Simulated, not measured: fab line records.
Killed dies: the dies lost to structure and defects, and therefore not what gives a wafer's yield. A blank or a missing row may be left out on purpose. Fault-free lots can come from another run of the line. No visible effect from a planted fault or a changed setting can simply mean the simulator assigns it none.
fab line records	flow nand-harc	part 1 of 2: steps 1 to 4 of 6
record lots=24	wafers=72	last-day=33
route steps=1302 shown A_CHANNEL_HOLE_D2@607 A_CHANNEL_FILL_D2@637 A_STAIRCASE@650
lots untouched by any fault: they come from a run of this same line in which no faults occurred
start-h: the number of hours between the record's first day and the start of the first shown wafer of the lot	wait-h: time in hours since the lot's previous step	" as in the row above	L1.1+2: several wafers, shown together as one row	- no value, or no start given	* or withheld: withheld	< > ~ a bound
route shown NAME@n: NAME is a module with steps in the file, n the number in the route of the first one	usual: mean and standard deviation over wafers with no fault	same: alike in all rows	chamber/n: place in a boat	sites: each site's reading	_std_site: standard deviation of those values	_edge_site: the outer-site mean with the inner-site mean subtracted	radius-mm: how far each site lies from the wafer's centre	mask NAME#n: copy n	behind: the most recent tool/chamber to have shaped the wafer	hold: the reason the lot was held/the length of the hold in hours/how it ended	device: the transistor (n, p or np) that didn't switch	end of line: tests of these same wafers at the route's end	a step given without rows: its recipe and nothing more	killed: at the first sort, the dies lost to defects and structure; wafer yield is something else	map: a wafer's dies, marking killed ones x, the rest . and places with no die _
set.NAME: the setting as run; set.NAME@STEP: as run at that earlier step	model.NAME: the simulator's own value behind a step, which no gauge read
route steps across a sampled set of lots; one table per step, one row per wafer
services: a tool's chamber out of use, with start hour (start-h, from the record's first day; less than 0 if before it), hours out, and reason
## steps
# step NHARC_A_CHANNEL_HOLE_D2_CD_MEAS_31
# usual cd-nm=90.3/1.3
lot.wafer	tool	chamber	start-h	wait-h	cd-nm
L074.2	cd-sem-03	-	286.40	-	90.0
L074.5	"	-	"	"	91.5
L074.6	"	-	"	"	88.8
L075.1	cd-sem-01	-	307.84	-	90.1
L075.3	"	-	"	"	90.9
L075.5	"	-	"	"	89.8
L076.2	cd-sem-03	-	313.96	-	91.9
L076.4	"	-	"	"	89.1
L076.5	"	-	"	"	91.7
L077.2	cd-sem-02	-	321.74	-	89.9
L077.3	"	-	"	"	89.5
L077.6	"	-	"	"	88.8
L078.1	cd-sem-02	-	336.41	-	92.6
L078.2	"	-	"	"	90.8
L078.3	"	-	"	"	92.3
L079.2	cd-sem-01	-	345.41	-	88.5
L079.4	"	-	"	"	86.9
L079.6	"	-	"	"	89.6
L080.1	cd-sem-02	-	359.59	-	91.2
L080.4	"	-	"	"	90.4
L080.6	"	-	"	"	92.0
L082.2	cd-sem-01	-	374.07	-	91.3
L082.3	"	-	"	"	91.4
L082.5	"	-	"	"	90.5
L081.1	cd-sem-02	-	376.88	-	91.9
L081.4	"	-	"	"	89.6
L081.6	"	-	"	"	89.6
L083.1	cd-sem-01	-	383.95	-	89.5
L083.2	"	-	"	"	89.1
L083.3	"	-	"	"	93.5
L084.3	cd-sem-02	-	402.56	-	87.3
L084.4	"	-	"	"	89.2
L084.5	"	-	"	"	93.1
L085.1	cd-sem-03	-	402.66	-	90.8
L085.2	"	-	"	"	90.9
L085.6	"	-	"	"	89.9
L086.2	cd-sem-03	-	412.11	-	91.5
L086.3	"	-	"	"	92.8
L086.5	"	-	"	"	89.3
L088.1	cd-sem-01	-	446.67	-	91.6
L088.4	"	-	"	"	91.6
L088.5	"	-	"	"	88.5
L087.3	cd-sem-01	-	448.83	-	91.6
L087.5	"	-	"	"	89.6
L087.6	"	-	"	"	91.4
L089.2	cd-sem-01	-	450.83	-	89.3
L089.3	"	-	"	"	89.5
L089.5	"	-	"	"	88.8
L091.2	cd-sem-01	-	456.53	-	90.4
L091.4	"	-	"	"	89.1
L091.5	"	-	"	"	89.7
L090.2	cd-sem-01	-	457.27	-	89.9
L090.3	"	-	"	"	89.8
L090.6	"	-	"	"	88.9
L092.2	cd-sem-03	-	482.47	-	91.3
L092.5	"	-	"	"	90.7
L092.6	"	-	"	"	91.5
L093.1	cd-sem-02	-	487.31	-	90.2
L093.2	"	-	"	"	90.1
L093.4	"	-	"	"	90.6
L094.2	cd-sem-03	-	503.44	-	92.2
L094.4	"	-	"	"	90.3
L094.5	"	-	"	"	91.3
L095.2	cd-sem-01	-	504.81	-	88.8
L095.3	"	-	"	"	90.0
L095.6	"	-	"	"	90.0
L096.2	cd-sem-01	-	517.18	-	91.7
L096.3	"	-	"	"	92.6
L096.5	"	-	"	"	90.9
L097.3	cd-sem-01	-	530.28	-	90.6
L097.5	"	-	"	"	90.0
L097.6	"	-	"	"	90.0
# step NHARC_A_CHANNEL_FILL_D2_RTA_24
# recipe temp-c=1000	time-s=5
# usual lamp-power-pct=29.0/2.4	lamp_zone_2_pct=29.0/2.4	wafer_temp_C_max=1005.1/1.3
lot.wafer	tool	chamber	start-h	wait-h	lamp-power-pct	lamp_zone_2_pct	wafer_temp_C_max
L074.2	rtp-anneal-01	0	336.80	0.1	26.5	26.5	1006.9
L074.5	"	0	"	"	26.4	26.4	1006.4
L074.6	"	0	"	"	26.4	26.5	1004.3
L075.1	rtp-anneal-02	0	356.99	0.0	31.2	31.2	1005.4
L075.3	"	0	"	"	31.1	31.1	1005.4
L075.5	"	0	"	"	31.1	31.2	1004.3
L076.2	rtp-anneal-02	0	363.74	0.1	31.1	31.1	1004.8
L076.4	"	0	"	"	31.1	31.1	1004.3
L076.5	"	0	"	"	31.2	31.1	1005.8
L077.2	rtp-anneal-02	0	371.97	0.1	31.2	31.2	1004.5
L077.3	"	0	"	"	31.2	31.2	1003.9
L077.6	"	0	"	"	31.2	31.2	1004.3
L078.1	rtp-anneal-02	0	384.81	0.0	31.2	31.2	1004.7
L078.2	"	0	"	"	31.1	31.2	1004.3
L078.3	"	0	"	"	31.1	31.2	1004.5
L079.2	rtp-anneal-02	0	397.11	0.1	31.1	31.2	1004.2
L079.4	"	0	"	"	31.2	31.1	1006.6
L079.6	"	0	"	"	31.2	31.2	1004.2
L080.1	rtp-anneal-01	0	409.67	0.0	26.4	26.4	1004.5
L080.4	"	0	"	"	26.4	26.4	1007.1
L080.6	"	0	"	"	26.5	26.4	1005.0
L081.1	rtp-anneal-02	0	424.95	0.0	31.2	31.1	1004.4
L081.4	"	0	"	"	31.2	31.1	1003.7
L081.6	"	0	"	"	31.2	31.1	1004.7
L082.2	rtp-anneal-01	0	424.98	0.1	26.4	26.4	1006.4
L082.3	"	0	"	"	26.4	26.5	1004.1
L082.5	"	0	"	"	26.5	26.4	1005.1
L083.1	rtp-anneal-02	0	434.31	0.0	31.2	31.2	1003.7
L083.2	"	0	"	"	31.2	31.2	1004.7
L083.3	"	0	"	"	31.1	31.2	1004.4
L085.1	rtp-anneal-01	0	450.25	0.0	26.5	26.5	1006.6
L085.2	"	0	"	"	26.4	26.4	1005.4
L085.6	"	0	"	"	26.5	26.5	1006.2
L084.3	rtp-anneal-02	0	450.32	0.1	31.2	31.1	1002.6
L084.4	"	0	"	"	31.1	31.2	1004.8
L084.5	"	0	"	"	31.2	31.2	1004.0
L086.2	rtp-anneal-02	0	459.91	0.1	31.2	31.2	1003.1
L086.3	"	0	"	"	31.2	31.2	1003.1
L086.5	"	0	"	"	31.2	31.2	1003.2
L088.1	rtp-anneal-02	0	494.31	0.0	31.2	31.2	1005.7
L088.4	"	0	"	"	31.1	31.2	1005.8
L088.5	"	0	"	"	31.2	31.2	1004.4
L087.3	rtp-anneal-01	0	494.38	0.1	26.4	26.4	1006.4
L087.5	"	0	"	"	26.4	26.4	1006.1
L087.6	"	0	"	"	26.5	26.4	1007.3
L089.2	rtp-anneal-01	0	500.41	0.1	26.4	26.5	1005.9
L089.3	"	0	"	"	26.5	26.4	1005.4
L089.5	"	0	"	"	26.5	26.4	1004.9
L090.2	rtp-anneal-02	0	508.10	0.1	31.1	31.2	1004.9
L090.3	"	0	"	"	31.1	31.2	1004.5
L090.6	"	0	"	"	31.1	31.1	1003.2
L091.2	rtp-anneal-01	0	508.10	0.1	26.5	26.4	1005.8
L091.4	"	0	"	"	26.4	26.5	1006.9
L091.5	"	0	"	"	26.5	26.4	1006.1
L092.2	rtp-anneal-01	0	532.42	0.1	26.4	26.5	1004.6
L092.5	"	0	"	"	26.5	26.5	1005.0
L092.6	"	0	"	"	26.4	26.4	1005.4
L093.1	rtp-anneal-02	0	536.02	0.0	31.2	31.2	1003.9
L093.2	"	0	"	"	31.2	31.2	1003.6
L093.4	"	0	"	"	31.2	31.2	1006.5
L094.2	rtp-anneal-02	0	551.70	0.1	31.1	31.2	1004.3
L094.4	"	0	"	"	31.1	31.2	1003.5
L094.5	"	0	"	"	31.2	31.2	1005.7
L095.2	rtp-anneal-01	0	551.78	0.1	26.5	26.5	1005.0
L095.3	"	0	"	"	26.4	26.4	1004.5
L095.6	"	0	"	"	26.5	26.4	1004.9
L096.2	rtp-anneal-01	0	568.30	0.2	26.4	26.4	1006.8
L096.3	"	0	"	"	26.4	26.4	1009.4
L096.5	"	0	"	"	26.4	26.4	1004.7
L097.3	rtp-anneal-01	0	582.04	0.1	26.4	26.4	1006.1
L097.5	"	0	"	"	26.4	26.4	1006.7
L097.6	"	0	"	"	26.4	26.4	1005.4
# step NHARC_A_STAIRCASE_DESCUM_168
# recipe time-s=3	o2-flow-sccm=200	ar-flow-sccm=0	bias-power-w=0	chemistry=O2
# usual drypump-motor-current-A=5.6/0.63	oes-product-au=0.999/0.0098	rf-vpp-V=57.7/0.81	showerhead-plenum-p-Torr=1.90/0.081	throttle-valve-pct=11.310/0.0094
lot.wafer	tool	chamber	start-h	wait-h	drypump-motor-current-A	oes-product-au	rf-hours-counter-h	rf-vpp-V	showerhead-plenum-p-Torr	throttle-valve-pct
L074.2	rie-diel-01	1	338.13	-	6.7	1.022	47	58.1	1.94	11.306
L074.6	"	1	"	"	6.7	1.023	-	59.3	1.94	11.305
L074.5	"	2	"	"	5.7	1.004	-	58.2	1.91	11.305
L075.3	rie-diel-01	0	358.13	-	5.5	0.995	61	58.0	1.91	11.308
L075.1	"	1	"	"	6.7	1.018	60	57.3	1.94	11.318
L075.5	"	0	"	"	5.5	0.992	-	58.4	1.91	11.283
L076.4	rie-diel-05	2	364.97	-	6.3	0.984	31	56.3	1.85	11.327
L076.2	"	3	"	"	4.9	1.000	30	57.6	1.77	11.312
L076.5	"	2	"	"	6.3	0.985	-	58.1	1.85	11.309
L077.2	rie-diel-06	1	373.07	-	5.5	0.974	18	58.5	1.96	11.296
L077.3	"	2	"	"	5.0	0.997	20	57.6	1.89	11.305
L077.6	"	1	"	"	5.5	0.985	-	57.9	1.96	11.307
L078.2	rie-diel-06	0	386.06	-	5.6	1.008	19	58.1	2.00	11.319
L078.3	"	1	"	"	5.5	0.993	23	57.4	1.96	11.310
L078.1	"	2	"	"	5.0	1.004	25	58.9	1.89	11.299
L079.2	rie-diel-05	0	398.33	-	5.2	1.013	49	57.2	1.88	11.302
L079.4	"	1	"	"	4.8	1.006	48	58.4	1.83	11.311
L079.6	"	0	"	"	5.3	1.008	-	57.6	1.88	11.307
L080.1	rie-diel-01	0	411.45	-	5.5	0.995	8	58.0	1.91	11.304
L080.4	"	2	"	"	5.7	0.992	7	58.3	1.90	11.313
L080.6	"	0	"	"	5.5	0.995	-	58.5	1.91	11.323
L082.2	rie-diel-01	0	426.06	-	5.5	1.004	13	59.1	1.91	11.312
L082.3	"	2	"	"	5.7	0.982	11	57.6	1.90	11.303
L082.5	"	1	"	"	6.7	1.007	-	57.8	1.93	11.314
L081.1	rie-diel-06	1	426.24	-	5.5	0.990	43	58.9	1.95	11.298
L081.4	"	2	"	"	5.0	0.992	46	58.1	1.88	11.326
L081.6	"	0	"	"	5.7	1.006	-	58.1	1.99	11.332
L083.2	rie-diel-05	3	435.55	-	4.9	1.000	3	58.0	2.08	11.308
L083.1	"	0	"	"	5.3	1.001	4	57.0	1.88	11.308
L083.3	"	1	"	"	4.8	1.019	4	58.1	1.83	11.305
L085.2	rie-diel-05	2	451.66	-	6.3	0.995	8	57.8	1.84	11.321
L085.1	"	1	"	"	4.8	1.018	8	58.0	1.83	11.301
L085.6	"	2	"	"	6.3	0.990	-	55.8	1.84	11.300
L084.4	rie-diel-06	0	451.83	-	5.6	1.016	45	56.6	1.99	11.307
L084.3	"	2	"	"	5.0	0.998	57	56.9	1.88	11.304
L084.5	"	0	"	"	5.7	1.006	-	57.0	1.99	11.306
L086.3	rie-diel-06	2	461.02	-	5.0	1.004	58	58.1	1.88	11.332
L086.2	"	1	"	"	5.5	0.981	54	57.6	1.95	11.305
L086.5	"	2	"	"	5.0	0.993	-	57.3	1.88	11.317
L088.1	rie-diel-05	2	495.57	-	6.3	0.989	22	57.2	1.84	11.324
L088.4	"	0	"	"	5.3	0.985	20	57.7	1.87	11.321
L088.5	"	1	"	"	4.8	1.016	-	57.7	1.82	11.291
L087.3	rie-diel-01	1	495.73	-	6.7	1.003	31	57.5	1.93	11.310
L087.6	"	0	"	"	5.5	0.993	-	58.0	1.90	11.313
L087.5	"	1	"	"	6.7	1.005	-	58.0	1.93	11.315
L089.3	rie-diel-01	3	501.63	-	4.9	1.006	36	56.9	1.80	11.308
L089.2	"	2	"	"	5.6	0.989	37	57.2	1.89	11.315
L089.5	"	3	"	"	4.9	0.994	-	58.7	1.80	11.320
L090.3	rie-diel-01	0	509.32	-	5.5	0.990	39	57.7	1.90	11.313
L090.2	"	1	"	"	6.7	1.016	36	56.7	1.93	11.313
L090.6	"	1	"	"	6.7	1.014	-	57.7	1.93	11.306
L091.4	rie-diel-05	2	509.48	-	6.3	0.995	26	57.0	1.84	11.293
L091.2	"	3	"	"	4.9	0.989	25	59.2	2.07	11.326
L091.5	"	2	"	"	6.3	0.993	-	57.3	1.84	11.306
L092.2	rie-diel-06	1	533.64	-	5.5	1.005	13	58.7	1.95	11.310
L092.6	"	0	"	"	5.7	0.997	-	58.2	1.98	11.299
L092.5	"	1	"	"	5.5	0.992	-	57.8	1.95	11.318
L093.2	rie-diel-06	0	537.26	-	5.6	1.006	15	58.9	1.98	11.312
L093.1	"	1	"	"	5.5	1.007	14	57.1	1.95	11.306
L093.4	"	3	"	"	6.5	1.001	16	58.2	2.07	11.321
L094.4	rie-diel-06	2	552.80	-	5.0	1.004	19	57.0	1.87	11.312
L094.2	"	0	"	"	5.6	1.007	19	57.3	1.98	11.304
L094.5	"	1	"	"	5.5	1.006	-	57.3	1.94	11.308
L095.3	rie-diel-05	2	553.10	-	6.3	0.989	41	57.4	1.83	11.313
L095.2	"	3	"	"	4.9	0.990	43	58.6	2.06	11.326
L095.6	"	1	"	"	4.8	1.013	-	58.0	1.82	11.322
L096.2	rie-diel-05	0	570.79	-	5.2	0.997	46	57.5	1.86	11.310
L096.3	"	1	"	"	4.8	1.004	46	56.9	1.81	11.321
L096.5	"	3	"	"	4.9	0.999	-	59.2	2.06	11.294
L097.3	rie-diel-05	1	583.24	-	4.8	1.005	50	56.3	1.81	11.313
L097.6	"	3	"	"	4.9	0.999	-	59.3	2.06	11.317
L097.5	"	0	"	"	5.2	1.008	-	57.6	1.86	11.303
# step NHARC_A_STAIRCASE_TRIM_20
# recipe time-s=211.2	o2-flow-sccm=500	ar-flow-sccm=0	bias-w=0	chemistry=O2
# usual drypump-motor-current-A=5.5/0.64	oes-product-au=0.999/0.0099	rf-vpp-V=57.7/0.89	showerhead-plenum-p-Torr=3.49/0.13	throttle-valve-pct=17.038/0.0082
# same bias-w=0
lot.wafer	tool	chamber	start-h	wait-h	drypump-motor-current-A	oes-product-au	rf-hours-counter-h	rf-vpp-V	showerhead-plenum-p-Torr	throttle-valve-pct
L074.2	rie-diel-05	2	341.98	0.2	6.3	0.992	24	57.2	3.42	17.057
L074.5	"	2	"	"	6.3	1.003	-	57.3	3.42	17.026
L074.6	"	0	"	"	5.3	1.018	-	57.9	3.48	17.030
L075.1	rie-diel-05	1	361.10	0.1	4.8	1.015	38	56.3	3.39	17.042
L075.3	"	0	"	"	5.3	1.009	37	57.6	3.48	17.046
L075.5	"	1	"	"	4.8	1.008	-	58.8	3.39	17.033
L076.4	rie-diel-06	2	368.43	0.1	5.0	0.999	19	57.8	3.49	17.033
L076.2	"	3	"	"	6.5	0.990	16	57.4	3.31	17.015
L076.5	"	1	"	"	5.5	0.992	-	59.5	3.61	17.045
L077.2	rie-diel-05	0	376.11	0.1	5.3	1.008	42	58.4	3.48	17.037
L077.3	"	1	"	"	4.8	1.007	41	58.0	3.39	17.043
L077.6	"	3	"	"	4.9	0.984	-	56.7	3.28	17.039
L078.2	rie-diel-01	0	395.14	0.1	5.5	1.002	1	57.9	3.53	17.041
L078.3	"	2	"	"	5.7	0.992	1	57.4	3.51	17.038
L078.1	"	3	"	"	4.9	0.998	1	57.8	3.36	17.028
L079.4	rie-diel-05	3	401.31	0.1	4.9	0.991	41	56.8	3.28	17.044
L079.2	"	0	"	"	5.3	1.005	50	58.2	3.47	17.049
L079.6	"	2	"	"	6.3	0.990	-	56.1	3.41	17.039
L080.1	rie-diel-06	2	415.02	0.1	5.0	0.979	42	58.5	3.48	17.042
L080.4	"	3	"	"	6.5	0.989	37	56.8	3.29	17.040
L080.6	"	2	"	"	5.0	0.999	-	58.4	3.48	17.031
L082.2	rie-diel-05	2	429.12	0.1	6.4	0.991	2	57.5	3.41	17.036
L082.3	"	0	"	"	5.3	0.995	3	57.4	3.47	17.040
L082.5	"	1	"	"	4.8	1.003	-	56.7	3.38	17.029
L081.4	rie-diel-06	2	429.38	0.1	5.0	1.005	47	57.8	3.48	17.030
L081.1	"	1	"	"	5.5	0.988	44	58.4	3.60	17.027
L081.6	"	2	"	"	5.0	1.018	-	56.5	3.48	17.021
L083.1	rie-diel-05	2	438.66	0.1	6.3	0.984	5	56.3	3.41	17.052
L083.2	"	3	"	"	4.9	0.989	5	59.5	3.81	17.039
L083.3	"	0	"	"	5.3	0.987	5	58.4	3.47	17.035
L085.1	rie-diel-06	3	454.81	0.1	6.5	0.998	49	58.8	3.29	17.036
L085.2	"	0	"	"	5.6	1.003	45	57.5	3.66	17.031
L085.6	"	2	"	"	5.0	1.004	-	57.1	3.47	17.027
L084.4	rie-diel-01	0	454.81	0.1	5.5	1.000	24	56.5	3.51	17.031
L084.3	"	1	"	"	6.7	1.002	19	58.9	3.56	17.024
L084.5	"	1	"	"	6.7	1.012	-	57.2	3.56	17.042
L086.3	rie-diel-05	3	464.17	0.1	4.9	0.986	13	59.0	3.80	17.046
L086.2	"	0	"	"	5.3	0.993	13	56.8	3.46	17.026
L086.5	"	1	"	"	4.8	1.012	-	57.6	3.38	17.022
L088.4	rie-diel-05	2	498.36	0.1	6.3	0.997	23	57.9	3.40	17.035
L088.1	"	1	"	"	4.8	1.006	22	56.5	3.37	17.048
L088.5	"	2	"	"	6.4	0.994	-	57.6	3.40	17.023
L087.3	rie-diel-05	0	501.45	0.1	5.2	0.994	22	56.9	3.46	17.035
L087.6	"	0	"	"	5.3	0.998	-	58.5	3.46	17.049
L087.5	"	1	"	"	4.8	1.018	-	56.7	3.37	17.050
L089.2	rie-diel-01	0	504.48	0.1	5.5	0.995	37	57.3	3.51	17.032
L089.3	"	2	"	"	5.7	0.986	39	57.9	3.49	17.024
L089.5	"	3	"	"	4.9	0.992	-	57.7	3.34	17.043
L090.3	rie-diel-05	3	512.27	0.1	4.9	0.990	26	58.0	3.79	17.044
L090.2	"	1	"	"	4.8	1.014	25	59.0	3.37	17.038
L090.6	"	0	"	"	5.3	1.001	-	57.0	3.46	17.044
L091.2	rie-diel-06	3	512.60	0.1	6.5	0.993	7	57.7	3.80	17.042
L091.4	"	0	"	"	5.7	0.991	9	58.0	3.65	17.032
L091.5	"	1	"	"	5.5	0.997	-	58.7	3.59	17.038
L092.2	rie-diel-06	1	537.59	0.1	5.5	1.005	14	57.2	3.58	17.046
L092.6	"	1	"	"	5.5	1.000	-	57.6	3.58	17.033
L092.5	"	2	"	"	5.0	1.005	-	56.7	3.46	17.020
L093.1	rie-diel-01	2	541.09	0.1	5.7	0.991	53	58.5	3.48	17.054
L093.4	"	3	"	"	4.9	0.996	47	56.6	3.33	17.034
L093.2	"	0	"	"	5.5	1.001	50	58.4	3.50	17.031
L094.2	rie-diel-05	0	555.62	0.1	5.3	1.007	42	56.9	3.45	17.028
L094.4	"	1	"	"	4.8	1.013	41	58.9	3.36	17.036
L094.5	"	0	"	"	5.3	1.002	-	56.6	3.45	17.035
L095.3	rie-diel-01	0	556.05	0.1	5.5	1.004	55	57.5	3.50	17.046
L095.2	"	2	"	"	5.7	0.984	57	58.2	3.48	17.044
L095.6	"	1	"	"	6.8	1.003	-	60.6	3.54	17.036
L096.2	rie-diel-06	3	573.99	0.1	6.5	1.001	29	58.4	3.79	17.053
L096.3	"	1	"	"	5.5	1.001	27	57.5	3.58	17.043
L096.5	"	2	"	"	5.0	1.007	-	56.0	3.45	17.038
L097.3	rie-diel-01	3	586.55	0.1	4.9	0.995	10	57.2	3.33	17.034
L097.6	"	0	"	"	5.5	1.003	-	57.7	3.49	17.037
L097.5	"	1	"	"	6.8	1.025	-	58.0	3.53	17.034
